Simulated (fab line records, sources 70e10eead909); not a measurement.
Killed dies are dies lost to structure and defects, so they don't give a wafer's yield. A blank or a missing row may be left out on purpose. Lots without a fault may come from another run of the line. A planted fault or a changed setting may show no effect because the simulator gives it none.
Chamber matching | flow nand_harc | NHARC_A_M1_PRE_CLEAN_32 on pecvd-04: 3 sister chambers
The step time 12 s. 36 wafers are shown with their chamber, then 12 later ones without.

WAFERS WITH THEIR CHAMBER
wafer  | chamber | heater_power_w (W)
L075.1 | 0       | 630
L075.2 | 2       | 660
L075.5 | 2       | 656
L077.1 | 1       | 567
L077.2 | 0       | 711
L077.6 | 2       | 687
L077.3 | 2       | 681
L077.4 | 1       | 595
L077.5 | 0       | 696
L079.1 | 1       | 594
L079.2 | 2       | 685
L079.4 | 0       | 592
L078.4 | 1       | 563
L078.5 | 1       | 549
L078.6 | 2       | 700
L083.2 | 0       | 607
L083.3 | 2       | 594
L083.6 | 0       | 578
L084.1 | 0       | 631
L084.3 | 2       | 589
L084.6 | 0       | 627
L084.2 | 1       | 633
L084.4 | 2       | 591
L084.5 | 1       | 635
L085.1 | 2       | 638
L085.3 | 1       | 559
L085.6 | 0       | 660
L088.2 | 0       | 672
L088.3 | 1       | 613
L088.5 | 1       | 622
L089.2 | 2       | 586
L089.4 | 2       | 588
L089.5 | 0       | 700
L096.1 | 1       | 636
L096.3 | 0       | 687
L096.6 | 1       | 647

SIGNATURES (means of the wafers above)
reading        | chamber 0 | chamber 1 | chamber 2 | scatter within a chamber
heater_power_w | 649.25    | 601.08    | 637.92    | 42
Rule: a wafer's distance from a chamber is the root of the sum, over the readings, of the square of ((its reading less the chamber's mean) divided by the reading's scatter). The wafer belongs to the nearest chamber; if the next one is less than 2 further off, it can't be placed. The scatter: the root of (the sum of the squares of (reading less its chamber's mean) over the shown wafers, divided by (wafers less chambers)).

WAFERS WITHOUT THEIR CHAMBER
wafer  | heater_power_w (W)
L096.2 | 596
L096.4 | 587
L096.5 | 671
L094.1 | 551
L094.5 | 578
L094.6 | 629
L094.2 | 642
L094.3 | 580
L094.4 | 551
L095.4 | 642
L095.5 | 679
L095.6 | 575

WHICH CHAMBER EACH WENT THROUGH
wafer  | from the rows above          | in truth
L096.2 | can't be placed: 1 or 2 or 0 | 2
L096.4 | can't be placed: 1 or 2 or 0 | 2
L096.5 | can't be placed: 0 or 2 or 1 | 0
L094.1 | can't be placed: 1 or 2 or 0 | 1
L094.5 | can't be placed: 1 or 2 or 0 | 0
L094.6 | can't be placed: 2 or 0 or 1 | 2
L094.2 | can't be placed: 2 or 0 or 1 | 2
L094.3 | can't be placed: 1 or 2 or 0 | 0
L094.4 | can't be placed: 1 or 2 or 0 | 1
L095.4 | can't be placed: 2 or 0 or 1 | 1
L095.5 | can't be placed: 0 or 2 or 1 | 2
L095.6 | can't be placed: 1 or 2 or 0 | 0
Placed correctly: 0 of 12. Can't be placed from these rows: 12 (the true chamber is among the candidates in 12). Placed wrongly: 0.
